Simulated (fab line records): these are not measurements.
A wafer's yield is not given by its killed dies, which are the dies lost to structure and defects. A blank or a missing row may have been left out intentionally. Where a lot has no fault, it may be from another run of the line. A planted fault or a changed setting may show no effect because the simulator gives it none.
A lot that was struck, set against a sound lot / flow n5 finfet / 6 steps out of a route of 1938
Sound: wafers L643.3, L643.5, L643.6. Struck: wafer L653.3; the same lot's L653.5 was not struck, so it is left out; see the end for the cause.
At each step with rows: each side's tool, then ch and its chambers, then its first start. Under that, the readings that differ: sound wafers / struck wafers / difference of the means / sigmas: that difference in standard deviations of wafers without a fault.
alike: readings with means less than 2 such deviations apart, plus words and numbers identical on both sides. not compared: withheld readings, readings lacking a value on some wafer, bounds such as >300 that could conceal the same value, and numbers that have no deviation in the record and whose values overlap.
Wherever a step has rows on one side only, a row that says differs or no value, or a row with sigmas, the two part there. Numbers that don't overlap but have no deviation are shown without sigmas and don't part them. A reading that every wafer of one side lacks parts them only if that side has two wafers or more.

N5_START_INSPECT_01: inspects for defects (unpatterned scan).
  sound: defect inspect-01 at day 1 18:02; struck: defect inspect-01 at day 4 06:02
  alike: raw defect count
then, 2 steps without rows for these wafers: N5_ZERO_LAYER_PRECLEAN_00 (cleans in SPM, time 600 s); N5_ZERO_LAYER_SRD_01 (time 30 s, dry time 30 s).
N5_ZERO_LAYER_PECVD_02: deposits SiO2 from SiH4/N2O, target thk 10 nm, time 6 s.
  sound on pecvd-02 ch 0,1, day 1 18:17; struck on pecvd-02 ch 1, day 4 06:17
reading=model.SiO2_of_ZERO_LAYER_PECVD_02.thk nm (nm); sound=10.01 10.14 10.16; struck=9.517; difference=-0.586; sigmas=
  alike: heater power w, showerhead plenum p Torr, susceptor temp C
then, 1 step without rows for these wafers: N5_ZERO_LAYER_HMDS_04 (time 60 s).
-- here the record skips 6 days between the struck wafers' starts before and after, leaving off in module ZERO_LAYER and picking up in module BEOL_M4 (first step shown: number 1111 of the route) --
N5_BEOL_M4_RC_MEAS_101:
  sound on prober-02 ch 0, day 8 00:02; struck on prober-02 ch 0, day 10 08:19
reading=IOFF_N (nA/um); sound=0.14 0.16 0.13; struck=0.21; difference=+0.07; sigmas=+2
reading=IOFF_P (nA/um); sound=0.19 0.21 0.17; struck=0.29; difference=+0.10; sigmas=+3
  alike: DIBL_N, DIBL_P, ION_N, ION_P, SS_N, SS_P, VT_N, VT_P

## WHERE THEY PART
N5_BEOL_M4_RC_MEAS_101 only, going by this record.

WHY: what had been put in by the simulator
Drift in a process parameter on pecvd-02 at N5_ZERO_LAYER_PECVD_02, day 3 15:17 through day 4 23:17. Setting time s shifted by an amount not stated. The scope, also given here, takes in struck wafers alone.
